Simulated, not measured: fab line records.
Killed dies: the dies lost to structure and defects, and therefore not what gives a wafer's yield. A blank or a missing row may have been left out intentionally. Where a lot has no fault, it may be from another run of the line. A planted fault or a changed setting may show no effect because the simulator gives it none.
fab line records | flow n5Finfet | part 2 of 2: steps 27 to 32 of 32
record lots=5 | wafers=15 | lastDay=18
route steps=1938 shown GATE_CUT@503 MOL_CONTACT_COAG@517
lots that met no fault: from a run of the same line without faults
startH: hours from the record's opening day to when the first of the lot's shown wafers began | waitH: hours elapsed since this lot's preceding step | " as in the row above | L1.1+2: several wafers, shown together as one row | - no value present, or no start provided | * or withheld: withheld | < > ~ a bound
route shown NAME@n: a module of which the file shows steps, and the number in the route of the first | usual: the fault-free wafers' mean and standard deviation | same: alike in all rows | chamber/n: place in a boat | sites: per-site readings | _std_site: standard deviation of those values | _edge_site: mean of outer sites minus mean of inner sites | radiusMm: for every site, how far away it sits from the centre of the wafer | mask NAME#n: copy n | behind: the tool/chamber that last shaped the wafer | hold: why the lot was held/for how many hours/how that ended | device: names the non-switching transistor (n, p or np) | end of line: at the end of the route, the tests of the same wafers | for a step that has no rows: nothing shown but its recipe | killed: count of dies lost to structure and defects at first sort (not the wafer's yield) | map: a wafer's dies, x killed, . not, _ none there
set.NAME: the setting as run; set.NAME@STEP: as run at that earlier step | model.NAME: the simulator's own value behind a step, which no gauge read
lots at selected steps of the route; one table per step, one row per wafer
services: the hour from which a tool's chamber was out of use, counted from the record's first day as startH (under 0 if before that day), plus the number of hours and why
## steps
# step N5_MOL_CONTACT_COAG_ETCH_59
# recipe chemistry=N2/H2 | target=underlayer | targetDepthA=130 | maskMaterial=CAR-EUV | timeS=10.4 | ionEnergyEv=200 | pressureMtorr=30 | sourceW=840 | biasW=150 | n2FlowSccm=200 | h2FlowSccm=200 | ends=cleared
# usual drypumpMotorCurrentA=5.8/0.43 | etchRfOnTimeS=10.36/0.18 | oesProductAu=0.70/0.079 | rfVppV=524.5/2.4 | showerheadPlenumPTorr=2.56/0.086 | throttleValvePct=17.76/0.21
lot.wafer | tool       | chamber | startH | waitH | drypumpMotorCurrentA | etchRfOnTimeS | oesProductAu | rfHoursCounterH | rfVppV | showerheadPlenumPTorr | throttleValvePct
L080.2    | rieDiel-02 | 1       | 125.58 | 0.0   | 5.3                  | 10.57         | 0.75         | 34              | 524.3  | 2.60                  | 17.73
L080.3    | "          | 2       | "      | "     | 6.2                  | 10.54         | 0.71         | 59              | 528.4  | 2.67                  | 17.51
L080.6    | "          | 0       | "      | "     | 5.8                  | 10.34         | 0.64         | -               | 519.4  | 2.42                  | 17.77
L089.1    | rieDiel-04 | 3       | 179.69 | 0.0   | 6.5                  | 10.46         | 0.62         | 203             | 524.2  | 2.62                  | 17.93
L089.3    | "          | 1       | "      | "     | 5.4                  | 10.18         | 0.76         | 39              | 526.4  | 2.60                  | 17.68
L089.6    | "          | 3       | "      | "     | 6.5                  | 10.45         | 0.61         | -               | 527.4  | 2.62                  | 17.91
L091.1    | rieDiel-04 | 3       | 194.71 | 0.0   | 6.5                  | 10.38         | 0.62         | 208             | 526.2  | 2.62                  | 17.92
L091.2    | "          | 1       | "      | "     | 5.4                  | 10.08         | 0.76         | 44              | 523.8  | 2.60                  | 17.67
L091.4    | "          | 2       | "      | "     | 5.8                  | 10.16         | 0.59         | 246             | 523.4  | 2.49                  | 17.94
L096.2    | rieDiel-02 | 0       | 220.21 | 0.0   | 5.8                  | 10.52         | 0.61         | 206             | 519.1  | 2.41                  | 17.82
L096.3    | "          | 2       | "      | "     | 6.2                  | 10.55         | 0.67         | 93              | 528.0  | 2.66                  | 17.56
L096.6    | "          | 1       | "      | "     | 5.3                  | 10.57         | 0.71         | -               | 526.3  | 2.59                  | 17.79
L097.2    | rieDiel-04 | 0       | 227.30 | 0.0   | 5.2                  | 10.27         | 0.78         | 12              | 522.8  | 2.48                  | 17.16
L097.4    | "          | 0       | "      | "     | 5.2                  | 10.24         | 0.78         | -               | 520.9  | 2.48                  | 17.14
L097.5    | "          | 1       | "      | "     | 5.4                  | 10.06         | 0.74         | -               | 524.5  | 2.59                  | 17.70
# step N5_MOL_CONTACT_COAG_ETCH_105
# recipe chemistry=CF4 | target=SiARC | targetDepthA=156 | maskMaterial=CAR-EUV | timeS=26 | ionEnergyEv=80 | pressureMtorr=40 | sourceW=545 | biasW=36 | Ar_flow_sccm=100 | cf4FlowSccm=100 | ends=cleared
# usual drypumpMotorCurrentA=5.7/0.44 | etchRfOnTimeS=25.9/0.4 | oesProductAu=0.70/0.078 | rfVppV=184.2/1.2 | showerheadPlenumPTorr=2.16/0.067 | throttleValvePct=15.51/0.21
lot.wafer | tool       | chamber | startH | waitH | drypumpMotorCurrentA | etchRfOnTimeS | oesProductAu | rfHoursCounterH | rfVppV | showerheadPlenumPTorr | throttleValvePct
L080.2    | rieDiel-02 | 1       | 125.60 | 0.0   | 5.3                  | 26.4          | 0.75         | 34              | 185.0  | 2.18                  | 15.41
L080.3    | "          | 2       | "      | "     | 6.2                  | 26.6          | 0.71         | 59              | 184.2  | 2.25                  | 15.29
L080.6    | "          | 0       | "      | "     | 5.8                  | 26.8          | 0.63         | -               | 182.1  | 2.05                  | 15.55
L089.1    | rieDiel-04 | 3       | 179.71 | 0.0   | 6.5                  | 26.2          | 0.61         | 203             | 186.5  | 2.20                  | 15.66
L089.3    | "          | 1       | "      | "     | 5.4                  | 25.5          | 0.76         | 39              | 184.3  | 2.17                  | 15.35
L089.6    | "          | 3       | "      | "     | 6.5                  | 26.4          | 0.60         | -               | 183.8  | 2.20                  | 15.66
L091.1    | rieDiel-04 | 3       | 194.73 | 0.0   | 6.5                  | 26.1          | 0.60         | 208             | 184.9  | 2.20                  | 15.66
L091.2    | "          | 1       | "      | "     | 5.4                  | 25.3          | 0.75         | 44              | 184.2  | 2.17                  | 15.35
L091.4    | "          | 2       | "      | "     | 5.8                  | 25.5          | 0.59         | 246             | 184.1  | 2.11                  | 15.83
L096.2    | rieDiel-02 | 0       | 220.23 | 0.0   | 5.8                  | 26.1          | 0.61         | 206             | 182.8  | 2.04                  | 15.63
L096.3    | "          | 2       | "      | "     | 6.2                  | 26.0          | 0.68         | 93              | 186.6  | 2.23                  | 15.36
L096.6    | "          | 1       | "      | "     | 5.2                  | 25.9          | 0.72         | -               | 183.3  | 2.16                  | 15.48
L097.2    | rieDiel-04 | 0       | 227.32 | 0.0   | 5.2                  | 25.7          | 0.77         | 12              | 183.2  | 2.11                  | 15.11
L097.4    | "          | 0       | "      | "     | 5.2                  | 25.8          | 0.78         | -               | 181.7  | 2.11                  | 15.10
L097.5    | "          | 1       | "      | "     | 5.3                  | 25.3          | 0.73         | -               | 185.4  | 2.16                  | 15.37
# step N5_MOL_CONTACT_COAG_ETCH_106
# recipe chemistry=N2/H2 | target=SOC | targetDepthA=800 | overetchA=160 | maskMaterial=SiARC | tempC=40 | timeS=120 | ionEnergyEv=200 | pressureMtorr=30 | sourceW=840 | biasW=150 | n2FlowSccm=200 | h2FlowSccm=200
# usual drypumpMotorCurrentA=5.7/0.44 | oesProductAu=0.73/0.08 | rfVppV=524.6/2.3 | showerheadPlenumPTorr=2.56/0.086 | throttleValvePct=17.73/0.21
lot.wafer | tool       | chamber | startH | waitH | drypumpMotorCurrentA | oesProductAu | rfHoursCounterH | rfVppV | showerheadPlenumPTorr | throttleValvePct
L080.2    | rieDiel-02 | 1       | 125.63 | 0.0   | 5.2                  | 0.80         | 34              | 525.4  | 2.60                  | 17.71
L080.3    | "          | 2       | "      | "     | 6.2                  | 0.75         | 59              | 528.0  | 2.67                  | 17.47
L080.6    | "          | 0       | "      | "     | 5.8                  | 0.67         | -               | 521.3  | 2.42                  | 17.72
L089.1    | rieDiel-04 | 3       | 179.74 | 0.0   | 6.5                  | 0.64         | 203             | 526.8  | 2.62                  | 17.87
L089.3    | "          | 1       | "      | "     | 5.4                  | 0.78         | 39              | 526.4  | 2.60                  | 17.62
L089.6    | "          | 3       | "      | "     | 6.5                  | 0.64         | -               | 525.9  | 2.62                  | 17.87
L091.1    | rieDiel-04 | 3       | 194.76 | 0.0   | 6.5                  | 0.64         | 208             | 527.3  | 2.62                  | 17.90
L091.2    | "          | 1       | "      | "     | 5.4                  | 0.78         | 44              | 525.9  | 2.60                  | 17.63
L091.4    | "          | 2       | "      | "     | 5.8                  | 0.62         | 246             | 523.6  | 2.49                  | 17.91
L096.2    | rieDiel-02 | 0       | 220.26 | 0.0   | 5.8                  | 0.64         | 206             | 520.7  | 2.41                  | 17.80
L096.3    | "          | 2       | "      | "     | 6.2                  | 0.72         | 93              | 527.5  | 2.66                  | 17.55
L096.6    | "          | 1       | "      | "     | 5.2                  | 0.75         | -               | 524.5  | 2.59                  | 17.76
L097.2    | rieDiel-04 | 0       | 227.35 | 0.0   | 5.2                  | 0.82         | 12              | 523.5  | 2.48                  | 17.12
L097.4    | "          | 0       | "      | "     | 5.2                  | 0.81         | -               | 521.7  | 2.48                  | 17.13
L097.5    | "          | 1       | "      | "     | 5.4                  | 0.77         | -               | 526.0  | 2.59                  | 17.67
# step N5_MOL_CONTACT_COAG_STRIP_107
# recipe chemistry=N2/H2 | tempC=40 | n2FlowSccm=200 | h2FlowSccm=200 | rfFrequencyHz=6e+07
lot.wafer  | tool       | chamber | startH | waitH
L080.2+3+6 | rieDiel-02 | 1,2,0   | 125.71 | 0.0
L089.1+3+6 | rieDiel-04 | 3,1,3   | 179.82 | 0.0
L091.1+2+4 | rieDiel-04 | 3,1,2   | 194.84 | 0.0
L096.2+3+6 | rieDiel-02 | 0,2,1   | 220.34 | 0.0
L097.2+4+5 | rieDiel-04 | 0,0,1   | 227.43 | 0.0
# step N5_MOL_CONTACT_COAG_STRIP_108
# recipe chemistry=N2/H2 | tempC=40 | n2FlowSccm=200 | h2FlowSccm=200 | rfFrequencyHz=6e+07
lot.wafer  | tool       | chamber | startH | waitH
L080.2+3+6 | rieDiel-02 | 1,2,0   | 125.72 | 0.0
L089.1+3+6 | rieDiel-04 | 3,1,3   | 179.83 | 0.0
L091.1+2+4 | rieDiel-04 | 3,1,2   | 194.85 | 0.0
L096.2+3+6 | rieDiel-02 | 0,2,1   | 220.35 | 0.0
L097.2+4+5 | rieDiel-04 | 0,0,1   | 227.44 | 0.0
# step N5_MOL_CONTACT_COAG_CONTACT_ETCH_14
# recipe chemistry=C4F6/O2 | target=SiO2 | targetDepthA=275 | overetchA=85 | maskMaterial=SOC | pressureMtorr=30 | sourceW=370 | biasW=185 | Ar_flow_sccm=300 | C4F6_flow_sccm=16 | O2_flow_sccm=10 | timeS=20 | ionEnergyEv=259.6
# usual drypumpMotorCurrentA=5.7/0.44 | oesProductAu=0.69/0.076 | rfVppV=694/3.1 | showerheadPlenumPTorr=2.90/0.088 | throttleValvePct=21.14/0.19
lot.wafer | tool       | chamber | startH | waitH | drypumpMotorCurrentA | oesProductAu | rfHoursCounterH | rfVppV | showerheadPlenumPTorr | throttleValvePct
L080.2    | rieDiel-02 | 1       | 125.73 | 0.0   | 5.2                  | 0.76         | 34              | 694    | 2.92                  | 21.05
L080.3    | "          | 2       | "      | "     | 6.2                  | 0.72         | 59              | 698    | 3.01                  | 20.90
L080.6    | "          | 0       | "      | "     | 5.8                  | 0.64         | -               | 688    | 2.76                  | 21.20
L089.1    | rieDiel-04 | 3       | 179.84 | 0.0   | 6.5                  | 0.61         | 203             | 696    | 2.95                  | 21.22
L089.3    | "          | 1       | "      | "     | 5.4                  | 0.74         | 39              | 695    | 2.92                  | 21.04
L089.6    | "          | 3       | "      | "     | 6.5                  | 0.60         | -               | 695    | 2.95                  | 21.24
L091.1    | rieDiel-04 | 3       | 194.86 | 0.0   | 6.5                  | 0.60         | 208             | 695    | 2.95                  | 21.24
L091.2    | "          | 1       | "      | "     | 5.4                  | 0.74         | 44              | 696    | 2.92                  | 21.06
L091.4    | "          | 2       | "      | "     | 5.8                  | 0.59         | 246             | 692    | 2.83                  | 21.38
L096.2    | rieDiel-02 | 0       | 220.36 | 0.0   | 5.8                  | 0.61         | 206             | 687    | 2.74                  | 21.24
L096.3    | "          | 2       | "      | "     | 6.2                  | 0.68         | 93              | 697    | 3.00                  | 20.95
L096.6    | "          | 1       | "      | "     | 5.3                  | 0.71         | -               | 694    | 2.90                  | 21.09
L097.2    | rieDiel-04 | 0       | 227.45 | 0.0   | 5.2                  | 0.77         | 12              | 691    | 2.82                  | 20.67
L097.4    | "          | 0       | "      | "     | 5.2                  | 0.77         | -               | 691    | 2.82                  | 20.68
L097.5    | "          | 1       | "      | "     | 5.4                  | 0.72         | -               | 694    | 2.91                  | 21.06
## services
tool           | chamber | startH | hours | kind
cmp-03         | -       | 98.44  | 2.0   | repair
euvScanner-01  | -       | 114.40 | 0.7   | repair
euvScanner-01  | -       | 135.55 | 1.0   | pm
euvScanner-02  | -       | 145.82 | 1.0   | pm
rieMetal-02    | -       | 149.58 | 14.6  | pm
euvScanner-02  | -       | 156.89 | 4.6   | pm
cmp-02         | -       | 157.47 | 4.0   | pm
cmp-04         | -       | 160.14 | 5.4   | pm
euvScanner-01  | -       | 161.52 | 5.8   | pm
rieDiel-04     | 2       | 165.46 | 6.9   | repair
rieMetal-02    | -       | 166.89 | 0.1   | repair
cmp-02         | -       | 167.32 | 0.3   | repair
euvScanner-01  | -       | 171.49 | 0.6   | repair
aldSin-01      | -       | 178.05 | 14.0  | pm
cmp-02         | -       | 182.42 | 8.2   | pm
euvScanner-01  | -       | 191.70 | 1.0   | pm
euvScanner-01  | -       | 197.22 | 0.1   | repair
euvScanner-01  | -       | 197.84 | 0.7   | repair
euvScanner-02  | -       | 201.99 | 1.0   | pm
plasmaAsher-02 | -       | 203.15 | 3.0   | repair
rieDiel-04     | 0       | 212.51 | 4.9   | repair
rieDiel-04     | 2       | 214.43 | 1.4   | repair
euvScanner-01  | -       | 224.93 | 107.6 | repair
aldSin-01      | 2       | 226.88 | 7.2   | repair
